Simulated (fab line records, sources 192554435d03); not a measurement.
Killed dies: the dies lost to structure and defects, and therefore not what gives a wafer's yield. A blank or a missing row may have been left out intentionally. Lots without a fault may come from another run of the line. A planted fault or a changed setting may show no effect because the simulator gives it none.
fab line records	flow n5-finfet
[record] lots = 7	wafers = 21
route steps=1938 shown BEOL_M11@1536 BEOL_M14@1716 PAD_METAL@1896
start-h: start of the lot's first displayed wafer, in hours after the record's first day	wait-h: hours from the lot's prior step to this one	" the same as in the row above	L1.1+2: several wafers, shown together as one row	- no value, or no start given	* or withheld: withheld	< > ~ a bound
route shown NAME@n: NAME is a module with steps in the file, n the number in the route of the first one	usual: mean and standard deviation over wafers with no fault	same: alike in all rows	chamber/n: place in a boat	sites: per-site readings	_std_site: standard deviation across them	_edge_site: mean of outer sites minus mean of inner sites	radius-mm: for every site, how far away it sits from the centre of the wafer	mask NAME#n: copy n	behind: the most recent tool/chamber to have shaped the wafer	hold: reason for holding the lot/hours on hold/outcome of the hold	device: names the non-switching transistor (n, p or np)	end of line: tests run on the same wafers once the route is complete	a step given without rows: its recipe and nothing more	killed: at the first sort, the dies lost to defects and structure; wafer yield is something else	map: the dies of a wafer, with x for killed, . for not killed, _ for no die there
set.NAME: the setting as run; set.NAME@STEP: as run at that earlier step	model.NAME: the simulator's own value behind a step, which no gauge read
lots run with intentionally changed settings; tables by step, rows by wafer
[[steps]]
[step N5_BEOL_M11_ILD_DEP_00]
[recipe] material = SiCOH_lowk	target-thk-a = 3085.1	temp-c = 300	precursor = DEMS/porogen	pressure-torr = 5	rf-w = 500	time-s = 58
lot.wafer	tool	chamber	start-h	wait-h	set.time-s	model.SiCOH_lowk_of_BEOL_M11_ILD_DEP_00.thk-nm
L078.1	pecvd-03	2	260.45	0.0	63.17	327.6
L078.3	"	0	"	"	63.17	333.8
L078.4	"	2	"	"	63.17	335
L081.1	pecvd-04	1	276.58	0.0	63.69	330.4
L081.2	"	2	"	"	63.69	329.8
L081.6	"	1	"	"	63.69	333.4
L083.1	pecvd-02	1	280.88	0.0	58	307.2
L083.2	"	0	"	"	58	308.2
L083.6	"	2	"	"	58	311.8
L084.1	pecvd-02	1	298.45	0.0	58	306.4
L084.5	"	0	"	"	58	317
L084.6	"	2	"	"	58	312.2
L086.2	pecvd-03	2	306.45	0.0	58	307
L086.4	"	0	"	"	58	317.4
L086.6	"	1	"	"	61.61	336
L087.1	pecvd-03	0	317.32	0.0	49.71	264.2
L087.3	"	1	"	"	49.71	264
L087.5	"	1	"	"	58	312.6
L091.1	pecvd-04	0	323.55	0.0	62.89	331.8
L091.2	"	2	"	"	62.89	326
L091.5	"	2	"	"	58	312.6
[step N5_BEOL_M11_CURE_71]
[recipe] temp-c = 385	time-s = 240	ambient = He/Ar	material = SiCOH_lowk
lot.wafer	tool	chamber	start-h	wait-h	set.time-s@BEOL_M11_ILD_DEP_00	model.SiCOH_lowk_of_BEOL_M11_ILD_DEP_00.thk-nm
L078.1	uv-cure-01	0	260.53	0.0	63.17	284.8
L078.3	"	0	"	"	63.17	290.4
L078.4	"	0	"	"	63.17	291.4
L081.1	uv-cure-02	1	276.66	0.0	63.69	287.4
L081.2	"	1	"	"	63.69	286.8
L081.6	"	1	"	"	63.69	290
L083.1	uv-cure-02	1	280.95	0.0	58	266.8
L083.2	"	1	"	"	58	267.8
L083.6	"	1	"	"	58	271
L084.1	uv-cure-02	0	298.53	0.0	58	266.2
L084.5	"	0	"	"	58	275.6
L084.6	"	0	"	"	58	271.4
L086.2	uv-cure-02	0	306.95	0.5	58	266.8
L086.4	"	0	"	"	58	275.8
L086.6	"	0	"	"	61.61	292.2
L087.1	uv-cure-03	0	317.40	0.0	49.71	229
L087.3	"	0	"	"	49.71	228.8
L087.5	"	0	"	"	58	271.6
L091.1	uv-cure-01	1	323.79	0.2	62.89	288.6
L091.2	"	1	"	"	62.89	283.6
L091.5	"	1	"	"	58	271.6
[step N5_BEOL_M11_THK_MEAS_01]
[recipe] reads = SiCOH_lowk_of_BEOL_M11_ILD_DEP_00
[usual] M11_ILD_THK = 269/4.2
lot.wafer	tool	chamber	start-h	wait-h	set.time-s@BEOL_M11_ILD_DEP_00	M11_ILD_THK[nm]
L078.1	film-metro-01	-	261.04	0.4	63.17	285
L078.3	"	-	"	"	63.17	290
L078.4	"	-	"	"	63.17	292
L081.1	film-metro-01	-	277.17	0.4	63.69	287
L081.2	"	-	"	"	63.69	287
L081.6	"	-	"	"	63.69	290
L083.1	film-metro-02	-	281.47	0.4	58	267
L083.2	"	-	"	"	58	267
L083.6	"	-	"	"	58	271
L084.1	film-metro-02	-	299.05	0.4	58	266
L084.5	"	-	"	"	58	276
L084.6	"	-	"	"	58	271
L086.2	film-metro-02	-	307.38	0.4	58	267
L086.4	"	-	"	"	58	276
L086.6	"	-	"	"	61.61	292
L087.1	film-metro-01	-	318.40	0.8	49.71	229
L087.3	"	-	"	"	49.71	229
L087.5	"	-	"	"	58	272
L091.1	film-metro-01	-	324.78	0.8	62.89	288
L091.2	"	-	"	"	62.89	284
L091.5	"	-	"	"	58	272
[step N5_BEOL_M11_TRENCH_ETCH_37]
[recipe] chemistry = C4F6/O2	target-depth-a = 1488.3	target = SiCOH_lowk	time-s = 48	ion-energy-ev = 250	pressure-mtorr = 30	source-w = 345	bias-w = 185	Ar_flow_sccm = 300	C4F6_flow_sccm = 10	O2_flow_sccm = 10
[usual] rf-vpp-V = 666/9.1
lot.wafer	tool	chamber	start-h	wait-h	set.source-w	rf-vpp-V
L078.1	rie-diel-01	0	-	-	345	662
L078.3	"	2	"	"	299.4	715
L078.4	"	1	"	"	345	670
L081.1	rie-diel-04	2	-	-	368.3	627
L081.2	"	3	"	"	368.3	641
L081.6	"	2	"	"	345	649
L083.1	rie-diel-04	3	-	-	287.8	727
L083.2	"	0	"	"	345	683
L083.6	"	2	"	"	345	649
L084.1	rie-diel-04	0	-	-	345	683
L084.5	"	1	"	"	345	677
L084.6	"	0	"	"	345	681
L086.2	rie-diel-01	3	-	-	367	661
L086.4	"	2	"	"	345	664
L086.6	"	0	"	"	367	643
L087.1	rie-diel-06	3	-	-	301.5	706
L087.3	"	1	"	"	345	671
L087.5	"	3	"	"	301.5	705
L091.1	rie-diel-06	3	-	-	345	659
L091.2	"	1	"	"	345	672
L091.5	"	2	"	"	286.9	730
[step N5_BEOL_M14_ILD_DEP_00]
[recipe] material = SiO2	target-thk-a = 11193	temp-c = 400	precursor = TEOS/O2	pressure-torr = 6.5	rf-w = 900	teos-flow-sccm = 161.4	gas = O2	flow-sccm = 2650	time-s = 237.4
lot.wafer	tool	chamber	start-h	wait-h	set.time-s	model.SiO2_of_BEOL_M14_ILD_DEP_00.thk-nm
L078.1	pecvd-04	1	281.41	0.0	253.1	1166
L078.3	"	0	"	"	237.4	1067
L078.4	"	0	"	"	237.4	1100
L081.1	pecvd-02	1	299.50	0.0	237.4	1130
L081.2	"	2	"	"	212.3	989.8
L081.6	"	0	"	"	212.3	1039
L083.1	pecvd-04	2	305.78	0.0	226.3	1048
L083.2	"	0	"	"	226.3	1028
L083.6	"	1	"	"	237.4	1110
L084.1	pecvd-02	2	321.13	0.0	237.4	1108
L084.5	"	0	"	"	237.4	1147
L084.6	"	1	"	"	237.4	1135
L086.2	pecvd-04	2	327.54	0.0	237.4	1100
L086.4	"	2	"	"	237.4	1117
L086.6	"	2	"	"	207.8	955.6
L087.1	pecvd-04	0	342.42	0.0	225.9	1033
L087.3	"	2	"	"	237.4	1096
L087.5	"	0	"	"	237.4	1103
L091.1	pecvd-02	1	343.37	0.0	213.6	983.2
L091.2	"	2	"	"	237.4	1088
L091.5	"	0	"	"	213.6	1017
[step N5_BEOL_M14_THK_MEAS_01]
[recipe] reads = SiO2_of_BEOL_M14_ILD_DEP_00
[usual] M14_ILD_THK = 1113/19
lot.wafer	tool	chamber	start-h	wait-h	set.time-s@BEOL_M14_ILD_DEP_00	M14_ILD_THK[nm]
L078.1	film-metro-02	-	281.60	0.1	253.1	1165
L078.3	"	-	"	"	237.4	1067
L078.4	"	-	"	"	237.4	1101
L081.1	film-metro-02	-	299.69	0.1	237.4	1130
L081.2	"	-	"	"	212.3	990
L081.6	"	-	"	"	212.3	1039
L083.1	film-metro-02	-	305.97	0.1	226.3	1048
L083.2	"	-	"	"	226.3	1028
L083.6	"	-	"	"	237.4	1111
L084.1	film-metro-02	-	321.32	0.1	237.4	1107
L084.5	"	-	"	"	237.4	1147
L084.6	"	-	"	"	237.4	1135
L086.2	film-metro-02	-	327.81	0.2	237.4	1101
L086.4	"	-	"	"	237.4	1117
L086.6	"	-	"	"	207.8	957
L087.1	film-metro-02	-	342.61	0.1	225.9	1032
L087.3	"	-	"	"	237.4	1096
L087.5	"	-	"	"	237.4	1102
L091.1	film-metro-01	-	343.56	0.1	213.6	983
L091.2	"	-	"	"	237.4	1088
L091.5	"	-	"	"	213.6	1017
[step N5_BEOL_M14_EXPOSE_07]
[recipe] mask-id = V13	na = 0.8	source-shape = annular	sigma-inner = 0.5	sigma-outer = 0.8	polarization = unpolarized	attpsm-phase-deg = 180	dose-mj = 57
lot.wafer	tool	chamber	start-h	wait-h	mask	set.dose-mj
L078.1+3	krf-scanner-01	0	281.73	-	V13#0	57
L078.4	"	0	"	"	V13#0	60.65
L081.1+6	krf-scanner-01	0	299.82	-	V13#0	53.06
L081.2	"	0	"	"	V13#0	57
L083.1+6	krf-scanner-02	0	306.23	-	V13#0	55.22
L083.2	"	0	"	"	V13#0	57
L084.1+5+6	krf-scanner-02	0	321.45	-	V13#0	57
L086.2	krf-scanner-01	0	328.07	-	V13#0	57
L086.4+6	"	0	"	"	V13#0	61.24
L087.1+3+5	krf-scanner-02	0	342.74	-	V13#0	57
L091.1+2+5	krf-scanner-02	0	343.69	-	V13#0	57
[step N5_BEOL_M14_PEB_08]
[recipe] peb-temp-c = 130	peb-time-s = 90
[step N5_BEOL_M14_DEVELOP_09]
[recipe] develop-time-s = 45	rinse-liquid = diw	dry = air-spin	dev-temp-c = 21
[step N5_BEOL_M14_HARDBAKE_14]
[recipe] temp-c = 130	time-s = 120
[step N5_BEOL_M14_CD_MEAS_10]
[recipe] target-cd-nm = 250	landing-energy-ev = 500	detector = se-inlens	polarity = opening
[usual] cd-nm = 248.7/2.1
lot.wafer	tool	chamber	start-h	wait-h	set.dose-mj@BEOL_M14_EXPOSE_07	cd-nm
L078.1	cd-sem-03	0	281.91	-	57	246.6
L078.3	"	0	"	"	57	247.0
L078.4	"	0	"	"	60.65	258.0
L081.1	cd-sem-02	0	299.99	-	53.06	236.4
L081.2	"	0	"	"	57	245.4
L081.6	"	0	"	"	53.06	237.4
L083.1	cd-sem-02	0	306.41	-	55.22	248.1
L083.2	"	0	"	"	57	248.4
L083.6	"	0	"	"	55.22	244.6
L084.1	cd-sem-02	0	321.63	-	57	246.3
L084.5	"	0	"	"	57	246.4
L084.6	"	0	"	"	57	247.4
L086.2	cd-sem-03	0	328.24	-	57	250.0
L086.4	"	0	"	"	61.24	262.1
L086.6	"	0	"	"	61.24	262.7
L087.1	cd-sem-01	0	342.92	-	57	249.8
L087.3	"	0	"	"	57	248.1
L087.5	"	0	"	"	57	246.7
L091.1	cd-sem-01	0	343.87	-	57	247.8
L091.2	"	0	"	"	57	247.0
L091.5	"	0	"	"	57	246.8
[step N5_BEOL_M14_DESCUM_15]
[recipe] chemistry = O2	time-s = 7.9	source-power-w = 50	bias-power-w = 20	pressure-mtorr = 20	rf-frequency-hz = 2.712e+07	temp-c = 40	o2-flow-sccm = 225
[step N5_BEOL_M14_ETCH_59]
[recipe] chemistry = N2/H2	target = BARC	target-depth-a = 890	overetch-a = 267	time-s = 67.9	ion-energy-ev = 200	pressure-mtorr = 30	source-w = 840	bias-w = 150	n2-flow-sccm = 200	h2-flow-sccm = 200
[step N5_BEOL_M14_VIA_ETCH_16]
[recipe] chemistry = C4F8/O2/Ar	target = SiO2	he-inner-torr = 15	he-outer-torr = 30	target-depth-a = 12313	time-s = withheld	ion-energy-ev = 800	pressure-mtorr = 20	source-w = 1905	bias-w = 2040	Ar_flow_sccm = 400	C4F8_flow_sccm = 16	O2_flow_sccm = 12	ends = cleared
lot.wafer	tool	chamber	start-h	wait-h	set.time-s@BEOL_M14_ILD_DEP_00	model.etch.depth-nm	model.coat_of_BEOL_M14_COAT_04.thk-nm
L078.1	rie-diel-03	3	282.10	0.0	*	1166	441.6
L078.3	"	0	"	"	*	1067	455
L078.4	"	2	"	"	*	1100	458.8
L081.1	rie-diel-03	2	300.17	0.0	*	1130	452.8
L081.2	"	0	"	"	*	989.9	478.4
L081.6	"	2	"	"	*	1039	472.8
L083.1	rie-diel-02	1	306.58	0.0	*	1048	476
L083.2	"	0	"	"	*	1028	476.6
L083.6	"	1	"	"	*	1110	459.2
L084.1	rie-diel-03	3	322.09	0.0	*	1108	456.8
L084.5	"	0	"	"	*	1147	438.6
L084.6	"	3	"	"	*	1135	448.2
L086.2	rie-diel-02	1	328.42	0.0	*	1100	459.6
L086.4	"	2	"	"	*	1117	451.2
L086.6	"	1	"	"	*	955.6	491.6
L087.1	rie-diel-05	0	343.09	0.0	*	1033	463.8
L087.3	"	2	"	"	*	1096	459.8
L087.5	"	0	"	"	*	1103	446.4
L091.1	rie-diel-05	3	344.05	0.0	*	983.1	486.2
L091.2	"	1	"	"	*	1088	453.8
L091.5	"	2	"	"	*	1017	482.8
[step N5_BEOL_M14_STRIP_63]
[recipe] chemistry = O2	power-w = 600	temp-c = 60	pressure-mtorr = 30	rf-frequency-hz = 6e+07	bias-power-w = 0	overash-fraction = 0.3	o2-flow-sccm = 225
[step N5_BEOL_M14_STRIP_64]
[recipe] chemistry = O2	power-w = 600	temp-c = 60	pressure-mtorr = 30	rf-frequency-hz = 6e+07	bias-power-w = 0	overash-fraction = 0.3	o2-flow-sccm = 225
[step N5_BEOL_M14_STRIP_71]
[recipe] chemistry = post-etch-residue-remover	time-s = 60	temp-c = 25	remover-ph = withheld	remover-water-wt-pct = withheld	remover-fluoride-wt-pct = withheld
[step N5_BEOL_M14_SRD_72]
[recipe] time-s = 30	temp-c = 23	rinse-liquid = diw	dry = n2-spin	spin-rpm = 1500	dry-time-s = 30
[step N5_BEOL_M14_CD_MEAS_17]
[recipe] target-cd-nm = 250	polarity = opening
[usual] cd-nm = 250.0/2.5
lot.wafer	tool	chamber	start-h	wait-h	set.dose-mj@BEOL_M14_EXPOSE_07	cd-nm
L078.1	cd-sem-03	-	282.44	0.0	57	247.4
L078.3	"	-	"	"	57	247.9
L078.4	"	-	"	"	60.65	259.0
L081.1	cd-sem-02	-	300.52	0.0	53.06	238.5
L081.2	"	-	"	"	57	245.5
L081.6	"	-	"	"	53.06	237.3
L083.1	cd-sem-02	-	306.93	0.0	55.22	247.9
L083.2	"	-	"	"	57	248.6
L083.6	"	-	"	"	55.22	245.5
L084.1	cd-sem-01	-	322.44	0.0	57	248.2
L084.5	"	-	"	"	57	249.6
L084.6	"	-	"	"	57	248.7
L086.2	cd-sem-03	-	328.77	0.0	57	249.8
L086.4	"	-	"	"	61.24	263.4
L086.6	"	-	"	"	61.24	261.0
L087.1	cd-sem-01	-	343.45	0.0	57	248.9
L087.3	"	-	"	"	57	248.2
L087.5	"	-	"	"	57	246.6
L091.1	cd-sem-01	-	344.40	0.0	57	248.5
L091.2	"	-	"	"	57	249.2
L091.5	"	-	"	"	57	244.5
[step N5_BEOL_M14_TRENCH_ETCH_34]
[recipe] chemistry = C4F8/O2/Ar	target = SiO2	target-depth-a = 5566.5	mask-material = SOC	he-inner-torr = 15	he-outer-torr = 30	time-s = 126.9	ion-energy-ev = 800	pressure-mtorr = 20	source-w = 1905	bias-w = 2040	Ar_flow_sccm = 400	C4F8_flow_sccm = 16	O2_flow_sccm = 12
[usual] rf-vpp-V = 2223/42
lot.wafer	tool	chamber	start-h	wait-h	set.bias-w	rf-vpp-V
L078.1	rie-diel-03	2	283.31	0.0	2040	2174
L078.3	"	0	"	"	2387	2450
L078.4	"	3	"	"	2387	2418
L081.1	rie-diel-03	2	301.39	0.0	2284	2350
L081.2	"	0	"	"	2284	2376
L081.6	"	3	"	"	2040	2169
L083.1	rie-diel-03	1	307.93	0.0	2040	2168
L083.2	"	3	"	"	1819	2001
L083.6	"	1	"	"	2040	2166
L084.1	rie-diel-03	0	323.31	0.0	2040	2197
L084.5	"	3	"	"	2040	2170
L084.6	"	0	"	"	2040	2199
L086.2	rie-diel-02	1	329.86	0.0	2266	2425
L086.4	"	3	"	"	2040	2194
L086.6	"	2	"	"	2266	2476
L087.1	rie-diel-05	2	344.77	0.0	2040	2269
L087.3	"	3	"	"	2040	2243
L087.5	"	1	"	"	1902	2121
L091.1	rie-diel-02	3	345.57	0.0	2298	2381
L091.2	"	0	"	"	2040	2234
L091.5	"	3	"	"	2298	2382
[step N5_PASSIVATION_AL_DEP_21]
[recipe] material = Al	target-thk-a = 28000	temp-c = 400	time-s = 170	power-w = 30000	chamber-pressure-pa = 0.4	gas = Ar
lot.wafer	tool	chamber	start-h	wait-h	set.time-s	model.Al_of_PASSIVATION_AL_DEP_21.thk-nm
L078.1	pvd-sputter-03	-	303.34	0.1	170	2758
L078.3	"	-	"	"	170	2809
L078.4	"	-	"	"	170	2769
L081.1	pvd-sputter-03	-	322.21	0.1	170	2772
L081.2	"	-	"	"	170	2813
L081.6	"	-	"	"	170	2803
L083.1	pvd-sputter-03	-	326.82	0.1	170	2837
L083.2	"	-	"	"	170	2782
L083.6	"	-	"	"	170	2809
L084.1	pvd-sputter-03	-	342.23	0.1	170	2751
L084.5	"	-	"	"	170	2746
L084.6	"	-	"	"	170	2762
L086.2	pvd-sputter-03	-	350.43	0.1	170	2770
L086.4	"	-	"	"	170	2828
L086.6	"	-	"	"	170	2820
L087.1	pvd-sputter-03	-	372.07	0.1	170	2811
L087.3	"	-	"	"	190.3	3164
L087.5	"	-	"	"	170	2835
L091.1	pvd-sputter-03	-	376.53	0.1	170	2807
L091.2	"	-	"	"	176.7	2893
L091.5	"	-	"	"	170	2792
[[key]]
[split] step = N5_BEOL_M11_ILD_DEP_00	setting = time-s	stated = 58	by = wafer
[response] step = N5_BEOL_M11_ILD_DEP_00	reading = model.SiCOH_lowk_of_BEOL_M11_ILD_DEP_00.thk-nm	change = +3.12	per = 1%	r = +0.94
[response] step = N5_BEOL_M11_CURE_71	reading = model.SiCOH_lowk_of_BEOL_M11_ILD_DEP_00.thk-nm	change = +2.75	per = 1%	r = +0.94
[response] step = N5_BEOL_M11_THK_MEAS_01	reading = M11_ILD_THK	change = +2.74	per = 1%	r = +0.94
[split] step = N5_BEOL_M11_TRENCH_ETCH_37	setting = source-w	stated = 345	by = wafer
[response] step = N5_BEOL_M11_TRENCH_ETCH_37	reading = rf-vpp-V	change = -3.41	per = 1%	r = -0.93
[split] step = N5_BEOL_M14_ILD_DEP_00	setting = time-s	stated = 237.4	by = wafer
[response] step = N5_BEOL_M14_ILD_DEP_00	reading = model.SiO2_of_BEOL_M14_ILD_DEP_00.thk-nm	change = +11.4	per = 1%	r = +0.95
[response] step = N5_BEOL_M14_THK_MEAS_01	reading = M14_ILD_THK	change = +11.3	per = 1%	r = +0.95
[response] step = N5_BEOL_M14_VIA_ETCH_16	reading = model.etch.depth-nm	change = +11.4	per = 1%	r = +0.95
[response] step = N5_BEOL_M14_VIA_ETCH_16	reading = model.coat_of_BEOL_M14_COAT_04.thk-nm	change = -2.7	per = 1%	r = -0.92
[split] step = N5_BEOL_M14_EXPOSE_07	setting = dose-mj	stated = 57	by = wafer
[response] step = N5_BEOL_M14_CD_MEAS_10	reading = cd-nm	change = +1.49	per = 1%	r = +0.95
[response] step = N5_BEOL_M14_CD_MEAS_17	reading = cd-nm	change = +1.45	per = 1%	r = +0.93
[split] step = N5_BEOL_M14_TRENCH_ETCH_34	setting = bias-w	stated = 2040	by = wafer
[response] step = N5_BEOL_M14_TRENCH_ETCH_34	reading = rf-vpp-V	change = +16.1	per = 1%	r = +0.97
[split] step = N5_PASSIVATION_AL_DEP_21	setting = time-s	stated = 170	by = wafer
[response] step = N5_PASSIVATION_AL_DEP_21	reading = model.Al_of_PASSIVATION_AL_DEP_21.thk-nm	change = +28.1	per = 1%	r = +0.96
